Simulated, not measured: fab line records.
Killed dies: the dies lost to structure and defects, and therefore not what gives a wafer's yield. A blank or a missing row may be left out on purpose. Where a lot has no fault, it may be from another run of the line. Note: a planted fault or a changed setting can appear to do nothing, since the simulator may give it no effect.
Split-lot study | flow n5-finfet | 21 wafers read from 7 lots, route of 1938 steps

## THE SPLIT ITSELF
At N5_DUMMY_GATE_ETCH_31 (etches SiO2 in C4F6/O2, target depth 82.5 nm, time 27.5 s), the setting target-depth-a was moved away from the recipe's 825 angstrom on 6 of the 21 wafers read, by -11.6% to +5.4%. This setting was run at the recipe's value on the other wafers.

The reading is taken at the split's own step.

## THE READING
SOC_of_DUMMY_GATE_COAT_34.thk-nm (the simulator's own value, which no gauge read), in nm, at N5_DUMMY_GATE_ETCH_31 (etches SiO2 in C4F6/O2, target depth 82.5 nm, time 27.5 s). No usual value for it is given in the file. The 15 wafers here that ran the recipe average 51.6 nm, standard deviation 0.23 nm.

wafer  | tool, chamber at the split | target-depth-a as run, angstrom | against the recipe | SOC_of_DUMMY_GATE_COAT_34.thk-nm, nm | against lot-mates on the recipe
L075.1 | rie-diel-05, 1             | 825                             | recipe             | 51.6                                 | -
L075.3 | rie-diel-05, 3             | 825                             | recipe             | 51.6                                 | -
L075.4 | rie-diel-05, 1             | 825                             | recipe             | 51.8                                 | -
L077.1 | rie-diel-06, 0             | 869.6                           | +5.4%              | 51.4                                 | -0.4
L077.2 | rie-diel-06, 3             | 825                             | recipe             | 51.8                                 | -
L077.6 | rie-diel-06, 1             | 869.6                           | +5.4%              | 51.4                                 | -0.4
L083.3 | rie-diel-02, 2             | 825                             | recipe             | 51.6                                 | -
L083.4 | rie-diel-02, 2             | 825                             | recipe             | 51.4                                 | -
L083.6 | rie-diel-02, 1             | 825                             | recipe             | 51.6                                 | -
L090.1 | rie-diel-05, 3             | 825                             | recipe             | 52.2                                 | -
L090.4 | rie-diel-05, 2             | 797                             | -3.4%              | 52                                   | -0.1
L090.5 | rie-diel-05, 1             | 825                             | recipe             | 52                                   | -
L091.1 | rie-diel-02, 0             | 729.1                           | -11.6%             | 52.6                                 | +1.2
L091.4 | rie-diel-02, 3             | 825                             | recipe             | 51.4                                 | -
L091.5 | rie-diel-02, 3             | 729.1                           | -11.6%             | 52.4                                 | +1.0
L094.3 | rie-diel-02, 3             | 825                             | recipe             | 51.4                                 | -
L094.5 | rie-diel-02, 2             | 825                             | recipe             | 51.4                                 | -
L094.6 | rie-diel-02, 1             | 825                             | recipe             | 51.4                                 | -
L095.2 | rie-diel-02, 3             | 825                             | recipe             | 51.8                                 | -
L095.4 | rie-diel-02, 2             | 865.9                           | +5.0%              | 51                                   | -0.7
L095.6 | rie-diel-02, 1             | 825                             | recipe             | 51.6                                 | -

THE FIT
A straight line over all 21 wafers: SOC_of_DUMMY_GATE_COAT_34.thk-nm changes by -0.0737 nm for each +1% of target-depth-a; r = -0.82; the points scatter about the line by 0.23 nm.
The same after taking each lot's own level away (the mean of its wafers on the recipe; 21 wafers): -0.0911 nm for each +1%; r = -0.95; scatter 0.14 nm.
Per that fit: largest target-depth-a move, reading shift of 1.1 nm.
The span of the lots' own levels, 51.40 to 52.10 nm, comes to 3.0 times the standard deviation stated above.
So the slope is not independent of the lot-to-lot level: the two fits are not the same.
Check: for one of the wafers moved furthest among these (-11.6%), held out of the fit, the line's prediction against its lot-mates is +0.938 nm. It came out at +1.2 nm against them.

## THE OTHER SPLITS THESE WAFERS WENT THROUGH
These wafers also went through other splits before the reading. Each is held against what the fit with the lots' levels taken away leaves over:
other split on the same wafers                    | wafers away from the commonest value | r with SOC_of_DUMMY_GATE_COAT_34.thk-nm (lot level and that fit taken away)
N5_WELL_APT_PEB_06 peb-temp-c                     | 5                                    | +0.05
N5_WELL_APT_DEVELOP_07 develop-time-s             | 6                                    | +0.06
N5_PMOS_HMC_CHANNEL_EPI_PEB_07 peb-time-s         | 7                                    | +0.20
N5_PMOS_HMC_CHANNEL_EPI_DEVELOP_08 develop-time-s | 5                                    | +0.21
N5_FIN_SAQP_PECVD_48 time-s                       | 6                                    | +0.01
N5_FIN_SAQP_PEB_14 peb-time-s                     | 7                                    | -0.18
N5_FIN_CUT_COAT_02 spin-rpm                       | 7                                    | +0.10

## THE WHOLE CHAIN: every reading that the file lists as answering this split, in the file's order
step                  | what it does                                              | reading                                                                           | change (the file's fit)                | r (the file's)
N5_DUMMY_GATE_ETCH_31 | etches SiO2 in C4F6/O2, target depth 82.5 nm, time 27.5 s | etch.depth-nm (the simulator's own value, which no gauge read)                    | +0.975 nm for each +1% of the setting  | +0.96
N5_DUMMY_GATE_ETCH_31 | etches SiO2 in C4F6/O2, target depth 82.5 nm, time 27.5 s | SOC_of_DUMMY_GATE_COAT_34.thk-nm (the simulator's own value, which no gauge read) | -0.0902 nm for each +1% of the setting | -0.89

## FILE'S OWN FIT
SOC_of_DUMMY_GATE_COAT_34.thk-nm changes by -0.0902 nm for each +1% of target-depth-a, r = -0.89.
